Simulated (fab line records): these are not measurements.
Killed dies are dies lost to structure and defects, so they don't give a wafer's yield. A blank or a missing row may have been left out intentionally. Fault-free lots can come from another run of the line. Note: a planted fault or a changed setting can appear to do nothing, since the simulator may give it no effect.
Commonality check across tools -- flow nand harc -- 12 lots and 36 wafers in the sample

THE REASON FOR OPENING IT
On 2 of the 12 lots, a flag is raised at NHARC_A_ONON_D1_THK_MEAS_27 on the reading thk nm. Fault-free wafers read 999 nm, with a standard deviation of 9.8.
Rule: a lot gets a flag if all its wafers with a number sit over 4 standard deviations from that mean, or if no wafer of it has a number. The other lots count as sound.

lot,measured,on,"thk nm (nm), wafer by wafer",flag
L567,day 8 07:13,film metro-02,998 997 996,
L568,day 8 07:14,film metro-01,1002 1001 1001,
L570,day 9 18:14,film metro-02,1002 1002 1000,
L571,day 9 18:15,film metro-01,1009 1007 1007,
L574,day 11 05:13,film metro-01,997 995 994,
L580,day 13 15:06,film metro-02,925 926 927,FLAGGED
L582,day 14 08:23,film metro-01,1002 1000 1002,
L581,day 14 08:25,film metro-02,935 936 935,FLAGGED
L583,day 15 04:13,film metro-01,1010 1009 1010,
L585,day 15 18:16,film metro-01,1007 1008 1007,
L589,day 17 09:16,film metro-02,1009 1007 1008,
L590,day 17 22:19,film metro-02,1011 1012 1011,
On average the flagged lots' numbers are 931 nm, which is -68 nm against the usual, or -7 standard deviations.

TOOL THAT RAN EACH LOT
3 process steps preceding the reading are held in the record, out of 1302 steps in the route. Each cell gives the tool, then ch followed by the chambers the sampled wafers passed through, then the start.
lot,flag,NHARC_P_BONDPAD_ACTIVATE_29,NHARC_A_ZERO_WELL_DESCUM_12,NHARC_A_ONON_D1_DEP_25
L567,,"rie diel-05 ch 2,3, day 6 19:51","rie diel-08 ch 1,2, day 6 21:17","pecvd onon-04 ch 0, day 8 06:43"
L568,,"rie diel-05 ch 0,1,2, day 6 22:52","rie diel-06 ch 0,1,3, day 7 00:20","pecvd onon-03 ch 0, day 8 06:44"
L570,,"rie diel-01 ch 2,3, day 8 03:20","rie diel-08 ch 2,3, day 8 04:36","pecvd onon-02 ch 0, day 9 17:51"
L571,,"rie diel-01 ch 2,3, day 8 08:20","rie diel-06 ch 1,3, day 8 09:38","pecvd onon-03 ch 0, day 9 17:51"
L574,,"rie diel-07 ch 1,3, day 9 16:23","rie diel-08 ch 0,2,3, day 9 17:46","pecvd onon-03 ch 0, day 11 04:49"
L580,FLAGGED,"rie diel-07 ch 0,2,3, day 12 02:31","rie diel-06 ch 2,3, day 12 03:55","pecvd onon-03 ch 0, day 13 14:39"
L582,,"rie diel-05 ch 1,2,3, day 12 19:58","rie diel-06 ch 0,1,3, day 12 21:15","pecvd onon-02 ch 0, day 14 08:00"
L581,FLAGGED,"rie diel-01 ch 2,3, day 12 19:27","rie diel-06 ch 0,2,3, day 12 20:52","pecvd onon-03 ch 0, day 14 08:02"
L583,,"rie diel-07 ch 0,2,3, day 13 15:55","rie diel-06 ch 2,3, day 13 17:18","pecvd onon-04 ch 0, day 15 03:46"
L585,,"rie diel-01 ch 0,3, day 14 04:20","rie diel-06 ch 0,2,3, day 14 05:44","pecvd onon-04 ch 0, day 15 17:52"
L589,,"rie diel-01 ch 2,3, day 16 00:16","rie diel-08 ch 0,3, day 16 01:33","pecvd onon-04 ch 0, day 17 08:45"
L590,,"rie diel-01 ch 0,1,2, day 16 07:41","rie diel-06 ch 0,1,3, day 16 08:59","pecvd onon-02 ch 0, day 17 21:48"
What is done by these steps:
- NHARC_P_BONDPAD_ACTIVATE_29: chemistry N2, time 60 s.
- NHARC_A_ZERO_WELL_DESCUM_12: chemistry O2, time 3 s.
- NHARC_A_ONON_D1_DEP_25: target thk 1000 nm.
- NHARC_A_ONON_D1_THK_MEAS_27: measures by ellipsometry.

FLAGGED AGAINST TOTAL, ONE TOOL AT A TIME (gauges that did the reading follow at the end)
step,tool,lots run,flagged,share of the flagged lots,sound lots run after its first flagged lot
NHARC_P_BONDPAD_ACTIVATE_29,rie diel-01,6,1,some,"3 (L585,L589,L590)"
NHARC_P_BONDPAD_ACTIVATE_29,rie diel-05,3,0,none,-
NHARC_P_BONDPAD_ACTIVATE_29,rie diel-07,3,1,some,1 (L583)
NHARC_A_ZERO_WELL_DESCUM_12,rie diel-06,8,2,all,"4 (L582,L583,L585,L590)"
NHARC_A_ZERO_WELL_DESCUM_12,rie diel-08,4,0,none,-
NHARC_A_ONON_D1_DEP_25,pecvd onon-02,3,0,none,-
NHARC_A_ONON_D1_DEP_25,pecvd onon-03,5,2,all,0
NHARC_A_ONON_D1_DEP_25,pecvd onon-04,4,0,none,-
NHARC_A_ONON_D1_THK_MEAS_27,film metro-01,6,0,none,-
NHARC_A_ONON_D1_THK_MEAS_27,film metro-02,6,2,all,"2 (L589,L590)"

WHAT IS ALLOWED BY THE TABLE
In the table, 3 rows ran each flagged lot (rie diel-06 at NHARC_A_ZERO_WELL_DESCUM_12; pecvd onon-03 at NHARC_A_ONON_D1_DEP_25; film metro-02 at NHARC_A_ONON_D1_THK_MEAS_27).
- rie diel-06 at NHARC_A_ZERO_WELL_DESCUM_12: 2 of its 8 lots flagged. Lots that were sound ran on it after the first flagged one (L582, L583, L585, L590); a persistent fault on the entire tool would not allow that.
- pecvd onon-03 at NHARC_A_ONON_D1_DEP_25: 2 of its 5 lots flagged. A fault beginning between L574 (day 11 04:49), its last sound lot, and L580 (day 13 14:39), its first flagged one, fits the data.
- film metro-02 at NHARC_A_ONON_D1_THK_MEAS_27: 2 of its 6 lots flagged. Lots that were sound ran on it after the first flagged one (L589, L590); a persistent fault on the entire tool would not allow that.
Left over: one tool, pecvd onon-03 at NHARC_A_ONON_D1_DEP_25.

WHAT THE SIMULATOR PUT IN
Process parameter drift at NHARC_A_ONON_D1_DEP_25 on pecvd onon-03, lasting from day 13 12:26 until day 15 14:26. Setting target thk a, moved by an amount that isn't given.
Shown lots that were struck: L580, L581. The same result came from the rule above.
